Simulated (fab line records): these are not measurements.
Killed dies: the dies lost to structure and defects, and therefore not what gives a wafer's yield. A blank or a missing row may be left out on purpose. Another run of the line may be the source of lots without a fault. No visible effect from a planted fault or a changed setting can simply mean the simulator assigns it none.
Lot-split experiment / flow n5 finfet / on a route of 1938 steps: 7 lots, 21 wafers read

== THE SPLIT ==
At N5_SDB_EXPOSE_08 (exposes mask SDB), the setting dose mj was moved away from the recipe's 49.6 on 8 of the 21 wafers read, by -6.3% to +4.9%. This setting was run at the recipe's value on the other wafers.

== FROM THE SPLIT TO THE READING: what the file shows between them, 2 steps ==
- N5_SDB_PEB_09: peb time 60 s
- N5_SDB_DEVELOP_10: develop time 30 s

== THE READING ==
cd nm at N5_SDB_CD_MEAS_11, given in nm (cd target 50 nm). Fault-free wafers of this fab line usually give 50.7 nm, standard deviation 1.2 nm.

wafer=L077.2; tool, chamber at the split=arfi scanner-02, 0; dose mj as run=49.6; against the recipe=recipe; cd nm, nm=52.1; against lot-mates on the recipe=-
wafer=L077.4; tool, chamber at the split=arfi scanner-02, 0; dose mj as run=49.6; against the recipe=recipe; cd nm, nm=50.8; against lot-mates on the recipe=-
wafer=L077.6; tool, chamber at the split=arfi scanner-02, 0; dose mj as run=49.6; against the recipe=recipe; cd nm, nm=52.0; against lot-mates on the recipe=-
wafer=L081.1; tool, chamber at the split=arfi scanner-03, 0; dose mj as run=49.6; against the recipe=recipe; cd nm, nm=48.8; against lot-mates on the recipe=-
wafer=L081.2; tool, chamber at the split=arfi scanner-03, 0; dose mj as run=52.02; against the recipe=+4.9%; cd nm, nm=56.9; against lot-mates on the recipe=+7.8
wafer=L081.3; tool, chamber at the split=arfi scanner-03, 0; dose mj as run=49.6; against the recipe=recipe; cd nm, nm=49.4; against lot-mates on the recipe=-
wafer=L087.1; tool, chamber at the split=arfi scanner-02, 0; dose mj as run=48.18; against the recipe=-2.9%; cd nm, nm=45.8; against lot-mates on the recipe=no lot-mate on the recipe
wafer=L087.3; tool, chamber at the split=arfi scanner-02, 0; dose mj as run=48.18; against the recipe=-2.9%; cd nm, nm=47.2; against lot-mates on the recipe=no lot-mate on the recipe
wafer=L087.6; tool, chamber at the split=arfi scanner-02, 0; dose mj as run=48.18; against the recipe=-2.9%; cd nm, nm=46.6; against lot-mates on the recipe=no lot-mate on the recipe
wafer=L088.3; tool, chamber at the split=arfi scanner-03, 0; dose mj as run=49.6; against the recipe=recipe; cd nm, nm=50.9; against lot-mates on the recipe=-
wafer=L088.4; tool, chamber at the split=arfi scanner-03, 0; dose mj as run=49.6; against the recipe=recipe; cd nm, nm=51.2; against lot-mates on the recipe=-
wafer=L088.5; tool, chamber at the split=arfi scanner-03, 0; dose mj as run=50.98; against the recipe=+2.8%; cd nm, nm=54.5; against lot-mates on the recipe=+3.5
wafer=L089.2; tool, chamber at the split=arfi scanner-02, 0; dose mj as run=49.6; against the recipe=recipe; cd nm, nm=51.9; against lot-mates on the recipe=-
wafer=L089.3; tool, chamber at the split=arfi scanner-02, 0; dose mj as run=47.49; against the recipe=-4.3%; cd nm, nm=45.2; against lot-mates on the recipe=-6.0
wafer=L089.4; tool, chamber at the split=arfi scanner-02, 0; dose mj as run=49.6; against the recipe=recipe; cd nm, nm=50.5; against lot-mates on the recipe=-
wafer=L094.2; tool, chamber at the split=arfi scanner-01, 0; dose mj as run=49.6; against the recipe=recipe; cd nm, nm=50.4; against lot-mates on the recipe=-
wafer=L094.5; tool, chamber at the split=arfi scanner-01, 0; dose mj as run=49.6; against the recipe=recipe; cd nm, nm=51.0; against lot-mates on the recipe=-
wafer=L094.6; tool, chamber at the split=arfi scanner-01, 0; dose mj as run=49.6; against the recipe=recipe; cd nm, nm=51.2; against lot-mates on the recipe=-
wafer=L097.1; tool, chamber at the split=arfi scanner-02, 0; dose mj as run=46.46; against the recipe=-6.3%; cd nm, nm=44.5; against lot-mates on the recipe=-7.9
wafer=L097.2; tool, chamber at the split=arfi scanner-02, 0; dose mj as run=49.6; against the recipe=recipe; cd nm, nm=52.4; against lot-mates on the recipe=-
wafer=L097.3; tool, chamber at the split=arfi scanner-02, 0; dose mj as run=46.46; against the recipe=-6.3%; cd nm, nm=43.8; against lot-mates on the recipe=-8.6

FIT RESULTS
A straight line over all 21 wafers: cd nm changes by +1.21 nm for each +1% of dose mj; r = +0.96; the points scatter about the line by 1 nm.
The same after taking each lot's own level away (the mean of its wafers on the recipe; 18 wafers): +1.37 nm for each +1%; r = +0.99; scatter 0.53 nm.
On that fit, the largest move of dose mj shifts the reading by 8.7 nm.
Across the lots, their own levels run from 49.10 to 52.40 nm, a range of 2.8 times the standard deviation given above.
So the lot-to-lot level changes the slope: the two fits differ.
Check: for one of the wafers moved furthest among these (-6.3%), held out of the fit, the line's prediction against its lot-mates is -8.97 nm. Against them it came out at -7.9 nm.

== THE OTHER SPLITS THESE WAFERS WENT THROUGH ==
Other splits were also applied to these wafers ahead of the reading. Each is held against what the fit with the lots' levels taken away leaves over:
other split on the same wafers=N5_WELL_APT_COAT_02 spin rpm; wafers away from the commonest value=4; r with cd nm (lot level and that fit taken away)=-0.12
other split on the same wafers=N5_WELL_APT_PEB_06 peb time s; wafers away from the commonest value=7; r with cd nm (lot level and that fit taken away)=-0.17
other split on the same wafers=N5_PMOS_HMC_CHANNEL_EPI_ETCH_32 bias w; wafers away from the commonest value=4; r with cd nm (lot level and that fit taken away)=+0.16
other split on the same wafers=N5_FIN_SAQP_PECVD_06 time s; wafers away from the commonest value=6; r with cd nm (lot level and that fit taken away)=+0.05
other split on the same wafers=N5_FIN_SAQP_COAT_50 spin rpm; wafers away from the commonest value=8; r with cd nm (lot level and that fit taken away)=-0.04
other split on the same wafers=N5_SD_EPI_P_ETCH_37 source w; wafers away from the commonest value=5; r with cd nm (lot level and that fit taken away)=-0.09

== FILE'S OWN FIT ==
cd nm changes by +1.4 nm for each +1% of dose mj, r = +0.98.
